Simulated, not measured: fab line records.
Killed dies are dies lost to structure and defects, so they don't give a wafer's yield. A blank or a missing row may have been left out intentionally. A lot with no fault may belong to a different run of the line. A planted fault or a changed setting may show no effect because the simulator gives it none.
Split-lot trial -- flow n5_finfet -- on a route of 1938 steps: 7 lots, 39 wafers read

== ABOUT THE SPLIT ==
At N5_SD_EPI_N_EPI_21 (deposits Si:P, time 690 s), the setting temp_c was moved away from the recipe's 680 C on 9 of the 39 wafers read, by -0.6% to +0.7%. This setting was run at the recipe's value on the other wafers.

== FROM THE SPLIT TO THE READING: what the file shows between them, 3 steps ==
- N5_SD_EPI_N_PRECLEAN_24: cleans in O3/DIW, time 60 s
- N5_SD_ACTIVATION_RTA_00: time 0 s
- N5_SD_ACTIVATION_LSA_01: time 0.0008 s

== THE READING ==
RS_SD_N, in ohm/sq, at N5_SD_ACTIVATION_RS_MEAS_03 (measures by four-point-probe). A value of 21.9 ohm/sq with a standard deviation of 0.36 ohm/sq is what fault-free wafers of this fab line usually give.

wafer,"tool, chamber at the split","temp_c as run, C",against the recipe,"RS_SD_N, ohm/sq",against lot-mates on the recipe
L074.1,"epi_rpcvd-03, 0",680,recipe,21.7,-
L074.2,"epi_rpcvd-03, 0",680,recipe,22.1,-
L074.3,"epi_rpcvd-03, 0",680,recipe,22.1,-
L074.4,"epi_rpcvd-03, 0",680,recipe,22.0,-
L074.5,"epi_rpcvd-03, 0",680,recipe,21.8,-
L074.6,"epi_rpcvd-03, 0",680,recipe,21.8,-
L080.1,"epi_rpcvd-04, 0",684.7,+0.7%,20.1,-1.5
L080.2,"epi_rpcvd-04, 0",684.7,+0.7%,20.1,-1.5
L080.3,"epi_rpcvd-04, 0",680,recipe,21.7,-
L080.4,"epi_rpcvd-04, 0",680,recipe,21.7,-
L080.5,"epi_rpcvd-04, 0",684.7,+0.7%,20.1,-1.5
L080.6,"epi_rpcvd-04, 0",680,recipe,21.5,-
L082.1,"epi_rpcvd-03, 0",680,recipe,21.7,-
L082.2,"epi_rpcvd-03, 0",680,recipe,21.6,-
L082.3,"epi_rpcvd-03, 0",680,recipe,21.8,-
L082.4,"epi_rpcvd-03, 0",680,recipe,21.6,-
L082.5,"epi_rpcvd-03, 0",680,recipe,21.3,-
L082.6,"epi_rpcvd-03, 0",680,recipe,21.8,-
L083.1,"epi_rpcvd-04, 0",680,recipe,22.3,-
L083.2,"epi_rpcvd-04, 0",680,recipe,22.1,-
L083.4,"epi_rpcvd-04, 0",680,recipe,22.1,-
L087.1,"epi_rpcvd-03, 0",675.9,-0.6%,23.4,+1.7
L087.2,"epi_rpcvd-03, 0",675.9,-0.6%,23.0,+1.3
L087.3,"epi_rpcvd-03, 0",680,recipe,21.5,-
L087.4,"epi_rpcvd-03, 0",675.9,-0.6%,23.2,+1.5
L087.5,"epi_rpcvd-03, 0",680,recipe,21.9,-
L087.6,"epi_rpcvd-03, 0",680,recipe,21.7,-
L085.1,"epi_rpcvd-04, 0",680,recipe,21.2,-
L085.2,"epi_rpcvd-04, 0",680,recipe,21.0,-
L085.3,"epi_rpcvd-04, 0",680,recipe,21.2,-
L085.4,"epi_rpcvd-04, 0",680,recipe,21.6,-
L085.5,"epi_rpcvd-04, 0",680,recipe,21.4,-
L085.6,"epi_rpcvd-04, 0",680,recipe,21.4,-
L092.1,"epi_rpcvd-03, 0",681.6,+0.2%,21.4,-0.9
L092.2,"epi_rpcvd-03, 0",680,recipe,22.6,-
L092.3,"epi_rpcvd-03, 0",680,recipe,22.0,-
L092.4,"epi_rpcvd-03, 0",680,recipe,22.3,-
L092.5,"epi_rpcvd-03, 0",681.6,+0.2%,21.7,-0.6
L092.6,"epi_rpcvd-03, 0",681.6,+0.2%,21.6,-0.7

FIT RESULTS
A straight line over all 39 wafers: RS_SD_N changes by -2.31 ohm/sq for each +1% of temp_c; r = -0.88; the points scatter about the line by 0.34 ohm/sq.
The same after taking each lot's own level away (the mean of its wafers on the recipe; 39 wafers): -2.38 ohm/sq for each +1%; r = -0.96; scatter 0.17 ohm/sq.
On that fit, the largest move of temp_c shifts the reading by 1.6 ohm/sq.
Across the lots, their own levels run from 21.30 to 22.30 ohm/sq, a range of 2.8 times the standard deviation given above.
The two slopes agree, so the slope changes little with the lot-to-lot level.
Check: with one of the wafers moved furthest among these (+0.7%) left out of the fit, the line predicts -1.67 ohm/sq for it against its lot-mates. It came out at -1.53 ohm/sq against them.

== ADDITIONAL SPLITS CARRIED BY THESE WAFERS ==
These wafers also went through other splits before the reading. Each is held against what the fit with the lots' levels taken away leaves over:
other split on the same wafers,wafers away from the commonest value,r with RS_SD_N (lot level and that fit taken away)
N5_FIN_SAQP_HM_DEP_72 target_thk_a,9,-0.06
N5_FIN_CUT_ETCH_21 bias_w,12,-0.52
N5_FIN_CUT_CUT_ETCH_26 target_depth_a,18,-0.17
N5_DUMMY_GATE_EXPOSE_12 dose_mj,12,-0.10
N5_DUMMY_GATE_ETCH_37 source_w,9,+0.16

== THE WHOLE CHAIN: every reading that the file lists as answering this split, in the file's order ==
step,what it does,reading,change (the file's fit),r (the file's)
N5_SD_EPI_N_EPI_21,"deposits Si:P, time 690 s","Si-P_of_SD_EPI_N_EPI_21.thk_nm (the simulator's own value, which no gauge read)",+6.93 nm for each +1% of the setting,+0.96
N5_SD_ACTIVATION_RS_MEAS_03,measures by four-point-probe,RS_SD_N,-2.39 for each +1% of the setting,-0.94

== FILE'S OWN FIT ==
RS_SD_N changes by -2.39 ohm/sq for each +1% of temp_c, r = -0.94.
